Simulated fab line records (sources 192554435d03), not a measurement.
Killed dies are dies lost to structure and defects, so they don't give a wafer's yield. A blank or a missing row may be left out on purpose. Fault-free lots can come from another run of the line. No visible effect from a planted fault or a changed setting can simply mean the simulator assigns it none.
fab line records    flow n5-finfet
record: lots: 3  wafers: 9  last-day: 18
route steps=1938 shown BEOL_M0_SAQP@652 BEOL_M4@1111 PASSIVATION@1936
lots untouched by any fault: they come from a run of this same line in which no faults occurred
start-h: hours from the record's first day to the start of the lot's first wafer shown    wait-h: how many hours have passed since the lot's step before this one    " identical to the entry in the row above    L1.1+2: a single row standing in for several wafers    - value missing, or start not given    * or withheld: withheld    < > ~ a bound
route shown NAME@n: names a module that has steps shown in the file, with the first one's number in the route    usual: the fault-free wafers' mean and standard deviation    same: alike in all rows    chamber/n: place in a boat    sites: per-site readings    _std_site: the values' standard deviation    _edge_site: inner sites' mean taken away from outer sites' mean    radius-mm: how far each site lies from the wafer's centre    mask NAME#n: copy n    behind: tool/chamber where the wafer was last shaped    hold: why the lot went on hold/how many hours it stayed there/how the hold came to an end    device: which transistor (n, p or np) failed to switch    end of line: the route-end tests of the same wafers    a step given without rows: its recipe and nothing more    killed: the dies lost at the first sort to structure and to defects; this is not the yield of the wafer    map: shows each die of a wafer: x if killed, . if not, _ if none is there
set.NAME: the run value of the setting; set.NAME@STEP: its run value at that earlier step    model.NAME: the simulator's own value behind a step, which no gauge read
certain route steps with their lots: each step a table, each wafer a row
services: the hour from which a tool's chamber was out of use, counted from the record's first day as start-h (under 0 if before that day), plus the number of hours and why
== steps ==
step: N5_BEOL_M0_SAQP_DESCUM_19
recipe: chemistry: O2  time-s: 7.9  source-power-w: 50  bias-power-w: 20  pressure-mtorr: 20  rf-frequency-hz: 2.712e+07  temp-c: 40  resist: CAR-ArF  o2-flow-sccm: 225
step: N5_BEOL_M0_SAQP_ETCH_83
recipe: chemistry: CF4  target: SiARC  target-depth-a: 390  mask-material: CAR-ArF  time-s: 65  ion-energy-ev: 80  pressure-mtorr: 40  source-w: 545  bias-w: 36  Ar_flow_sccm: 100  cf4-flow-sccm: 100  ends: cleared
step: N5_BEOL_M0_SAQP_ETCH_84
recipe: chemistry: N2/H2  target: SOC  target-depth-a: 1000  overetch-a: 200  mask-material: SiARC  temp-c: 40  time-s: 150  ion-energy-ev: 200  pressure-mtorr: 30  source-w: 840  bias-w: 150  n2-flow-sccm: 200  h2-flow-sccm: 200
step: N5_BEOL_M0_SAQP_STRIP_80
recipe: chemistry: N2/H2  temp-c: 40  n2-flow-sccm: 200  h2-flow-sccm: 200  rf-frequency-hz: 6e+07
step: N5_BEOL_M0_SAQP_HM_OPEN_112
recipe: chemistry: CHF3/O2  target: SiO2  stop-on: a-Si  target-depth-a: 120  over-etch-frac: 1.25  mask-material: SOC  time-s: 13.5  pressure-mtorr: 30  source-w: 650  bias-w: 170  Ar_flow_sccm: 200  CHF3_flow_sccm: 50  O2_flow_sccm: 5  ion-energy-ev: 200  ends: end-point
step: N5_BEOL_M0_SAQP_STRIP_113
recipe: chemistry: CHF3/O2  resist: SiARC  rf-frequency-hz: 6e+07
step: N5_BEOL_M0_SAQP_MANDREL_ETCH_20
recipe: target-depth-a: 600  chemistry: HBr/Cl2  target: a-Si  stop-on: SiNx  bt-time-s: 10  mask-material: SOC  over-etch-frac: 0.5  time-s: 30  pressure-mtorr: 10  icp-w: 800  bias-w: 75  HBr_flow_sccm: 150  Cl2_flow_sccm: 80  ends: end-point
step: N5_BEOL_M0_SAQP_STRIP_86
recipe: chemistry: N2/H2  power-w: 500  temp-c: 40  pressure-mtorr: 50  rf-frequency-hz: 6e+07  overash-fraction: 0.3  bias-power-w: 28  h2-frac: 0.5  n2-flow-sccm: 300  h2-flow-sccm: 300
step: N5_BEOL_M0_SAQP_STRIP_115
recipe: chemistry: post-etch-residue-remover  time-s: 60  temp-c: 25  remover-ph: withheld  remover-water-wt-pct: withheld  remover-fluoride-wt-pct: withheld
step: N5_BEOL_M0_SAQP_SRD_93
recipe: dry: ipa-marangoni  time-s: 30  temp-c: 23  rinse-liquid: diw
step: N5_BEOL_M0_SAQP_RECESS_114
recipe: chemistry: HF/NH3  target: SiO2  target-depth-a: 144  afs-cycles: 3  temp-c: 30  sublimation-temp-c: 180  sublimation-time-s: 60
step: N5_BEOL_M0_SAQP_SPACER1_ALD_98
recipe: material: SiO2  target-thk-a: 128  temp-c: 300  ald-precursor-family: BDEAS  ald-co-reactant: O2-plasma  pulse-time-s: 1  purge-time-s: 2  co-reactant-purge-time-s: 2  ald-cycles: 138  pressure-torr: 2
step: N5_BEOL_M0_SAQP_SPACER1_ETCHBACK_99
recipe: chemistry: CHF3/O2  mode: anisotropic-etchback  target: SiO2  target-depth-a: 154  time-s: 7.7  pressure-mtorr: 30  source-w: 650  bias-w: 170  Ar_flow_sccm: 200  CHF3_flow_sccm: 50  O2_flow_sccm: 5  ion-energy-ev: 200
usual: O2_flow_sccm: 5.000/0.014  drypump-motor-current-A: 5.6/0.44  mfc-ar-sccm: 200.1/0.62  oes-product-au: 0.79/0.084  rf-vpp-V: 524/5.7  showerhead-plenum-p-Torr: 2.42/0.087  throttle-valve-pct: 18.97/0.23
lot.wafer  tool         chamber  start-h  wait-h  O2_flow_sccm  drypump-motor-current-A  mfc-ar-sccm  oes-product-au  rf-hours-counter-h  rf-vpp-V  showerhead-plenum-p-Torr  throttle-valve-pct
L355.2     rie-diel-04  3        155.12   0.3     4.999         6.5                      199.4        0.72            206                 518       2.30                      18.99
L355.4     "            2        "        "       5.016         5.7                      199.8        0.51            219                 522       2.48                      19.09
L355.6     "            0        "        "       5.007         5.8                      199.1        0.68            -                   536       2.48                      19.12
L368.1     rie-diel-03  3        232.13   0.3     4.975         4.7                      200.9        0.83            70                  526       2.34                      19.08
L368.4     "            1        "        "       4.999         5.9                      199.6        0.85            -                   521       2.45                      18.83
L368.6     "            2        "        "       4.988         5.4                      201.5        0.81            -                   519       2.52                      19.17
L370.1     rie-diel-04  2        256.57   0.3     5.022         5.8                      199.9        0.68            250                 522       2.47                      19.17
L370.2     "            1        "        "       5.034         5.7                      200.4        0.81            92                  529       2.33                      18.57
L370.6     "            3        "        "       4.988         6.4                      200.0        0.70            -                   519       2.29                      19.03
step: N5_BEOL_M0_SAQP_MANDREL1_REMOVE_100
recipe: chemistry: HBr/Cl2/O2  bt-time-s: 10  target: a-Si  stop-on: SiNx  endpoint: OES-SiCl  over-etch-frac: 0.85  icp-w: 600  bias-w: 30  HBr_flow_sccm: 150  Cl2_flow_sccm: 80  O2_flow_sccm: 5  pressure-mtorr: 10
usual: O2_flow_sccm: 5.001/0.016  drypump-motor-current-A: 5.7/0.32  oes-product-au: 1.001/0.012  throttle-valve-pct: 36.74/0.28
same: bt-time-s: 10
lot.wafer  tool       chamber  start-h  wait-h  O2_flow_sccm  drypump-motor-current-A  oes-product-au  rf-hours-counter-h  throttle-valve-pct
L355.2     rie-si-04  2        155.21   0.1     4.984         5.4                      0.986           8                   36.85
L355.4     "          1        "        "       5.012         4.9                      0.420           145                 36.81
L355.6     "          3        "        "       4.996         5.7                      0.979           -                   36.80
L368.1     rie-si-06  1        232.22   0.1     5.019         5.6                      1.012           6                   36.41
L368.4     "          3        "        "       5.022         5.5                      0.993           122                 36.99
L368.6     "          2        "        "       5.020         5.6                      1.012           -                   37.07
L370.1     rie-si-02  3        256.66   0.1     4.978         5.9                      1.010           37                  36.35
L370.2     "          1        "        "       4.980         5.5                      0.999           89                  36.56
L370.6     "          1        "        "       5.012         5.5                      0.989           -                   36.59
step: N5_BEOL_M0_SAQP_CD_MEAS_25
recipe: target-cd-nm: 13.1  landing-energy-ev: 1000  detector: se-inlens
usual: cd-nm: 12.77/0.22
lot.wafer  tool       chamber  start-h  wait-h  cd-nm
L355.2     cd-sem-02  0        155.32   0.1     12.84
L355.4     "          0        "        "       -
L355.6     "          0        "        "       12.82
L368.1     cd-sem-03  0        232.33   0.1     13.11
L368.4     "          0        "        "       13.06
L368.6     "          0        "        "       12.61
L370.1     cd-sem-03  0        256.77   0.1     12.86
L370.2     "          0        "        "       12.58
L370.6     "          0        "        "       12.91
step: N5_BEOL_M0_SAQP_ETCH_101
recipe: chemistry: CH3F/O2  target: SiNx  mask-material: SiO2  target-depth-a: 299  time-s: 42.7  pressure-mtorr: 30  source-w: 395  bias-w: 73  Ar_flow_sccm: 150  CH3F_flow_sccm: 30  O2_flow_sccm: 20  ion-energy-ev: 120
usual: O2_flow_sccm: 20.00/0.059  drypump-motor-current-A: 5.6/0.41  mfc-ar-sccm: 150.0/0.43  oes-product-au: 0.81/0.088  rf-vpp-V: 299/3.1  showerhead-plenum-p-Torr: 2.03/0.075  throttle-valve-pct: 16.32/0.27
lot.wafer  tool         chamber  start-h  wait-h  O2_flow_sccm  drypump-motor-current-A  mfc-ar-sccm  oes-product-au  rf-hours-counter-h  rf-vpp-V  showerhead-plenum-p-Torr  throttle-valve-pct
L355.2     rie-diel-04  3        155.36   0.0     20.13         6.5                      149.7        0.72            207                 295       1.91                      16.49
L355.4     "            1        "        "       20.01         5.7                      150.4        0.36            62                  301       1.94                      15.93
L355.6     "            3        "        "       20.00         6.5                      149.7        0.72            -                   295       1.91                      16.49
L368.1     rie-diel-01  2        232.37   0.0     20.06         5.5                      149.7        0.97            4                   297       1.98                      16.13
L368.4     "            1        "        "       20.07         5.9                      149.7        0.85            50                  300       2.11                      15.90
L368.6     "            2        "        "       19.96         5.5                      149.7        0.97            -                   295       1.97                      16.14
L370.1     rie-diel-04  2        256.81   0.0     19.98         5.8                      150.1        0.67            250                 296       2.05                      16.66
L370.2     "            3        "        "       19.94         6.5                      149.9        0.70            224                 295       1.90                      16.52
L370.6     "            3        "        "       19.98         6.4                      149.6        0.70            -                   294       1.90                      16.53
step: N5_BEOL_M0_SAQP_ETCH_102
recipe: chemistry: CF4  target: SiO2  target-depth-a: 40  ion-energy-ev: 350  time-s: 4.4  pressure-mtorr: 10  icp-w: 800  bias-w: 400  cf4-flow-sccm: 80
step: N5_BEOL_M0_SAQP_MANDREL_ETCH_103
recipe: chemistry: HBr/Cl2  target: a-Si  target-depth-a: 450  bt-time-s: 10  stop-on: SiCN  mask-material: SiO2  over-etch-frac: 0.8  time-s: 27  pressure-mtorr: 10  icp-w: 800  bias-w: 75  HBr_flow_sccm: 150  Cl2_flow_sccm: 80  ends: end-point
usual: drypump-motor-current-A: 5.6/0.32  oes-product-au: 0.680/0.0092  throttle-valve-pct: 35.51/0.25
same: bt-time-s: 10
lot.wafer  tool       chamber  start-h  wait-h  drypump-motor-current-A  oes-product-au  rf-hours-counter-h  throttle-valve-pct
L355.2     rie-si-02  1        155.50   0.0     5.5                      0.685           87                  35.29
L355.4     "          3        "        "       6.0                      0.317           35                  35.90
L355.6     "          0        "        "       6.4                      0.693           -                   35.18
L368.1     rie-si-02  3        232.51   0.0     5.9                      0.678           37                  35.06
L368.4     "          2        "        "       5.5                      0.676           123                 35.83
L368.6     "          2        "        "       5.5                      0.674           -                   35.84
L370.1     rie-si-06  2        256.95   0.0     5.6                      0.687           10                  35.79
L370.2     "          0        "        "       5.9                      0.669           1                   35.45
L370.6     "          2        "        "       5.6                      0.690           -                   35.79
step: N5_BEOL_M0_SAQP_RECESS_104
recipe: chemistry: HF/NH3  target: SiO2  target-depth-a: 180  afs-cycles: 3  temp-c: 30  sublimation-temp-c: 180  sublimation-time-s: 60
step: N5_BEOL_M0_SAQP_COAT_105
recipe: resist: SOC  temp-c: 250  time-s: 60  spin-rpm: 1500  resist-thk-nm: 100
step: N5_BEOL_M0_SAQP_ETCH_106
recipe: chemistry: N2/H2  target: SOC  target-depth-a: 1500  stop-on: SiNx  ion-energy-ev: 100  bias-w: 61  pressure-mtorr: 30  source-w: 850  n2-flow-sccm: 200  h2-flow-sccm: 200
step: N5_BEOL_M0_SAQP_ETCH_107
recipe: chemistry: CH3F/O2  target: SiNx  target-depth-a: 300  mask-material: SOC  pressure-mtorr: 30  source-w: 395  bias-w: 73  Ar_flow_sccm: 150  CH3F_flow_sccm: 30  O2_flow_sccm: 20  ion-energy-ev: 120
step: N5_BEOL_M0_SAQP_STRIP_108
recipe: chemistry: N2/H2  power-w: 500  temp-c: 40  pressure-mtorr: 50  rf-frequency-hz: 6e+07  overash-fraction: 0.3  bias-power-w: 28  h2-frac: 0.5  n2-flow-sccm: 300  h2-flow-sccm: 300
step: N5_BEOL_M0_SAQP_RECESS_109
recipe: chemistry: HF/NH3  target: SiO2  target-depth-a: 30  afs-cycles: 1  temp-c: 30  sublimation-temp-c: 180  sublimation-time-s: 60
step: N5_BEOL_M0_SAQP_SPACER2_ALD_26
recipe: material: SiO2  target-thk-a: 150  temp-c: 300  ald-precursor-family: BDEAS  ald-co-reactant: O2-plasma  pulse-time-s: 1  purge-time-s: 2  co-reactant-purge-time-s: 2  pressure-torr: 2
step: N5_BEOL_M0_SAQP_SPACER2_ETCHBACK_27
recipe: chemistry: CHF3/O2  mode: anisotropic-etchback  target: SiO2  target-depth-a: 225  time-s: 11.25  pressure-mtorr: 30  source-w: 650  bias-w: 170  Ar_flow_sccm: 200  CHF3_flow_sccm: 50  O2_flow_sccm: 5  ion-energy-ev: 200
step: N5_BEOL_M0_SAQP_MANDREL2_REMOVE_110
recipe: chemistry: HBr/Cl2/O2  bt-time-s: 10  target: a-Si  stop-on: SiCN  endpoint: OES-SiCl  over-etch-frac: 1  icp-w: 600  bias-w: 30  HBr_flow_sccm: 150  Cl2_flow_sccm: 80  O2_flow_sccm: 5  pressure-mtorr: 10
step: N5_BEOL_M0_SAQP_COAT_69
recipe: resist: SOC  temp-c: 250  time-s: 60  spin-rpm: 1500  resist-thk-nm: 90
step: N5_BEOL_M0_SAQP_COAT_72
recipe: resist: SiARC  temp-c: 220  time-s: 60  spin-rpm: 1500  resist-thk-nm: 15
step: N5_BEOL_M0_SAQP_COAT_87
recipe: resist: underlayer  temp-c: 205  time-s: 60  spin-rpm: 1500  resist-thk-nm: 5
step: N5_BEOL_M0_SAQP_COAT_34
recipe: resist: CAR-EUV  spin-rpm: 1500  resist-thk-nm: 30
step: N5_BEOL_M0_SAQP_EBR_36
recipe: solvent: PGMEA  ebr-width-mm: 1.5
step: N5_BEOL_M0_SAQP_SOFTBAKE_35
recipe: temp-c: 110  time-s: 60  resist: CAR-EUV
step: N5_BEOL_M0_SAQP_EXPOSE_37
recipe: mask-id: M0_CUT1  na: 0.33  source-shape: annular  sigma-inner: 0.35  sigma-outer: 0.8  polarization: unpolarized  target-cd-nm: 30  dose-mj: 44.75
step: N5_BEOL_M0_SAQP_PEB_38
recipe: peb-temp-c: 100  peb-time-s: 60  resist: CAR-EUV
step: N5_BEOL_M0_SAQP_DEVELOP_39
recipe: develop-time-s: 30  developer: TMAH  resist: CAR-EUV  rinse-liquid: surfactant-rinse  dry: air-spin  dev-temp-c: 23
step: N5_BEOL_M0_SAQP_DESCUM_45
recipe: chemistry: O2  time-s: 7  source-power-w: 50  bias-power-w: 20  pressure-mtorr: 20  rf-frequency-hz: 2.712e+07  temp-c: 40  resist: CAR-EUV  o2-flow-sccm: 225
step: N5_BEOL_M0_SAQP_ETCH_88
recipe: chemistry: N2/H2  target: underlayer  target-depth-a: 65  time-s: 5.2  ion-energy-ev: 200  mask-material: CAR-EUV  pressure-mtorr: 30  source-w: 840  bias-w: 150  n2-flow-sccm: 200  h2-flow-sccm: 200  ends: cleared
step: N5_BEOL_M4_RC_MEAS_101
usual: DIBL_N: 36.4/1.3  DIBL_P: 36.5/1.7  IOFF_N: 0.154/0.022  IOFF_P: 0.202/0.025  ION_N: 671/9.8  ION_P: 460/6.8  SS_N: 71.6/0.54  SS_P: 73.4/0.58  VT_N: 250.9/2.8  VT_P: -251.4/2.7
lot.wafer  tool       chamber  start-h  wait-h  DIBL_N[mV/V]  DIBL_P[mV/V]  IOFF_N[nA/um]  IOFF_P[nA/um]  ION_N[uA/um]  ION_P[uA/um]  SS_N[mV/dec]  SS_P[mV/dec]  VT_N[mV]  VT_P[mV]
L355.2     prober-02  0        220.21   0.2     35.4          34.7          0.159          0.178          672           452           71.6          72.9          248.4     -255.8
L355.6     "          0        "        "       37.1          37.2          0.187          0.216          674           457           72.1          73.8          248.1     -253.4
L368.1     prober-01  0        295.71   0.0     37.2          37.3          0.181          0.229          686           466           71.5          74.3          246.2     -252.0
L368.4     "          0        "        "       37.4          36.9          0.176          0.230          676           461           72.2          74.3          249.3     -249.1
L368.6     "          0        "        "       37.0          36.0          0.167          0.210          672           453           71.8          73.7          251.2     -250.0
L370.1     prober-01  0        310.67   0.0     33.7          33.9          0.121          0.185          672           463           70.7          72.6          252.3     -248.9
L370.2     "          0        "        "       34.9          35.8          0.146          0.217          684           471           71.2          73.6          250.0     -247.5
L370.6     "          0        "        "       34.2          34.5          0.128          0.194          663           464           70.9          72.4          251.7     -248.6
step: N5_PASSIVATION_PROBE_49
usual: defect-limited-yield: 91.1/1.3  killed_at_M0_to_M3: 34/10  killed_at_M4_up: 14/5.7  killed-at-contacts: 12/5.9  killed-at-front-end: 41/12  killed-at-other: 4/3.1  killed-dies: 105/15  killed-on-rim: 14/4.2  killed-open: 69/11  killed-short: 35/7.8  sort_bin_5_function: 5.3/0.81  sort_bin_6_memory: 3.3/0.75  sort-n-pass: 1075/15  sort-yield-pct: 91.1/1.3
same: gross-dies: 1180  killed-at-back-side: 0  sort_bin_4_leakage[%]: 0  sort_bin_8_speed[%]: 0
lot.wafer  tool       chamber  start-h  wait-h  defect-limited-yield[%]  killed_at_M0_to_M3  killed_at_M4_up  killed-at-contacts  killed-at-front-end  killed-at-other  killed-dies  killed-on-rim  killed-open  killed-short  sort_bin_5_function[%]  sort_bin_6_memory[%]  sort-n-pass  sort-yield-pct[%]
L355.4     prober-01  -        336.65   0.2     3.3                      1061                14               11                  55                   0                1141         152            68           50            92.6                    3.7                   39           3.3
killed by level:class
L355.4 BEOL_M0_SAQP:area-etchback=1023 FIN_SAQP:geometric-particle:short=18 STI_FIN_REVEAL:geometric-particle:open=10 FIN_SAQP:geometric-particle:open=9 DUMMY_GATE:geometric-particle:open=7 MOL_CONTACT_COAG:geometric-particle:open=7 BEOL_M2:geometric-particle:open=7 BEOL_M4:geometric-particle:open=7
map L355.4 (x killed, . not)
_________________xxxxxxxxxxxx________________
______________xxxxxxxxxxxxxxxxxx_____________
___________xxxxxxxxxxxxxxxxxxxxxxxx__________
__________xxxxxx.xxxxxxx.xxxxxxxxxxx_________
________xxxxxxxxxxxxxxxxxxxxxxxxxxxxxx_______
_______xxxxxxxxxxxxxxxxxxxxxxxxxxxxxxxx______
______xxxxxxxxxxxxxxxxxxx.xxxxxxxxxxxxxx_____
_____xxxxxxxxxxxxxxxxxxx.xxxxxxxxxxxxxxxx____
____xxxxxxxxx.xxxxxxxxxxxxxxxxxxxxxxxxxxxx___
___xxxxxxxx.xx.xxxxxxxxxxxxxxxxxxxxxxxxxxxx__
___xxxxxxx.xxxxxxxxxxxxxx.x.xxxxxxxxxxxxxxx__
__xxxxxxxxxxxxxxxxxxxxxxxx.xxxxxx.xxxxxxxxxx_
__xxxxxxxxxxxxxxxxxxxxxxx.xxxx.xxx.xxxxxxxxx_
_xxxxxxxxx.xxxxxxxxxxxxxxxxxxxxx.xxxxxxxxxxxx
_xxxxxxxxxxxxxxxxxxxxxxxxxxxx.xxxxxxxxxxxxxxx
_xxxxxxxxxx.xxx.xxxxxxxxxxx.x.xxxxxxxxxxxxxxx
_xxxxxxxxxxxxxxxxxxxxxxxxxxxxxxxxxxxxxxxxxxxx
_xxxxxxxxxxxxxxx.xxxxxxxxxxxxxxxxxxxxxxxxxxxx
_xxxxxxxxxxx.x.xx.xxxxxxxxxxxxxxxxxxxxxxxxxxx
_xxxxxxxxxxx.x...xxxxxxxxxxxxxxxxxxxxxxxxxxxx
_xxxxxxxxxxxxxx.xxxxxxxxxxxxxxxxxxxxxxxxxxxxx
__xxxxxxxxxxxxxx.xx.xxxxxxxxxxxxxxxxxxxxxxxx_
__xxxxxxxxxxxxxxxxxxxxxxxxxxxxxxxxxxxxxxxxxx_
___xxxxxxxxxxx.xxxxxxxxxxxxxxxxxxxxxxxxxxxx__
___xxxxxxxxxxxxxxxxxxxxxxxxxxxxxxxxxxxxxxxx__
____xxxxxxxxxxxxxxxxxxxxxxxxxxxxxxxxxxxxxx___
_____xxxxxxxxxxxxxx.xxxxxxxxxxxxxxxxxxxxx____
______xxxxxxxxxxxxxx.xxxxxxxxxxxxxxxxxxx_____
_______xxxxxxxxx.x.xxxxxxxxxxxxxxxxxxxx______
________xxxxxxxx.xxxxxxxxxxxxxxxxxxxxx_______
__________xxxxxxxxxxxxxxxxxxxxxxxxxx_________
___________xxxxxxxxxxxxxxxxxxxxxxxx__________
______________xxxxxxxxxxxxxxxxxx_____________
_________________xxxxxxxxxxxx________________
map L370.1 (x killed, . not)
_________________.x..........________________
______________.................._____________
___________xx...x...........x......__________
__________..................x......._________
________x........x...................._______
_______................xx.....x......x.______
______.......x......x...x..x............_____
_____...................x..x.x...x.....x.____
____...........x......xx.............x....___
___..........................x......x.....x__
___.....x..................................__
__....x..............x..............x......._
__................x............x............_
_..........x.........x............x..........
_...............x...x..x.x.x...x.xx..x.......
_...x.......x........x.............xx....x...
_............x................x...........x..
_x...........x...x...x......x...x............
_..x..................x........x......x......
_...................x..........x.........x.xx
_....x.x......x...................x...xx.....
__.....................x...................._
__.x..............x..xx....x................_
___...............x..x......xx......x......__
___.x...............x...x..........x.......__
____..x.......x......x.........x..........___
_____..x....................x..........x.____
______....x.x......xx.....x..x.....x.x.._____
_______................................______
________................x............._______
__________..x..x..........x......xx._________
___________.....................x..__________
______________x................._____________
_________________............________________
== services ==
tool         chamber  start-h  hours  kind
rie-si-04    -        133.87   0.3    repair
rie-si-06    3        134.24   2.9    repair
rie-diel-03  2        147.89   8.5    repair
rie-diel-04  -        150.63   0.2    repair
rie-diel-01  2        163.08   6.8    repair
rie-si-04    3        166.46   8.6    repair
rie-diel-04  0        179.56   5.8    repair
rie-si-04    1        183.93   3.2    repair
rie-diel-04  3        185.77   45.5   repair
rie-si-06    0        187.13   -      clean
rie-si-06    0        187.13   17.6   scheduled-down
rie-si-06    0        187.13   17.6   vent-cycle
rie-diel-01  2        199.95   -      clean
rie-diel-01  2        199.95   -      consumable-replace:focus-ring
rie-diel-01  2        199.95   21.3   scheduled-down
rie-diel-01  2        199.95   21.3   vent-cycle
rie-diel-04  -        226.56   15.6   pm
rie-diel-04  0        242.16   -      clean
rie-diel-04  0        242.16   -      consumable-replace:focus-ring
rie-diel-04  0        242.16   16.1   scheduled-down
rie-diel-04  0        242.16   16.1   vent-cycle
rie-diel-04  1        246.44   6.6    repair
rie-si-06    3        246.77   5.2    repair
rie-diel-04  2        248.61   3.7    repair
== key ==
first-sign: step: N5_BEOL_M0_SAQP_SPACER1_ETCHBACK_99  reading: oes-product-au  direction: down  sigmas: 3.4  usual: 0.79  struck: 0.51
effect: step: N5_BEOL_M0_SAQP_MANDREL1_REMOVE_100  reading: oes-product-au  direction: down  sigmas: 49  usual: 1.001  struck: 0.420
effect: step: N5_BEOL_M0_SAQP_CD_MEAS_25  reading: cd-nm  direction: missing
effect: step: N5_BEOL_M0_SAQP_ETCH_101  reading: oes-product-au  direction: down  sigmas: 5.2  usual: 0.81  struck: 0.36
effect: step: N5_BEOL_M0_SAQP_MANDREL_ETCH_103  reading: oes-product-au  direction: down  sigmas: 40  usual: 0.680  struck: 0.317
effect: step: N5_PASSIVATION_PROBE_49  reading: sort_bin_5_function  direction: up  sigmas: 99+  usual: 5.3  struck: 92.6
more-kills-born-at: N5_BEOL_M0_SAQP_SPACER1_ETCHBACK_99@rie-diel-04: 1023
met-at N5_BEOL_M0_SAQP_SPACER1_ETCHBACK_99
struck-wafers L355.4
later-rows-left-out L355.4
fault: kind: process-parameter-drift  tool: rie-diel-04  chamber: 2  onset-h: 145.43  steps: N5_BEOL_M0_SAQP_SPACER1_ETCHBACK_99  channel: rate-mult  offset: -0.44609  shape: step  end-h: 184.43
later-rows-left-out: the simulator's readings of these wafers behind a module that went badly wrong aren't trusted and aren't shown, but for the sort
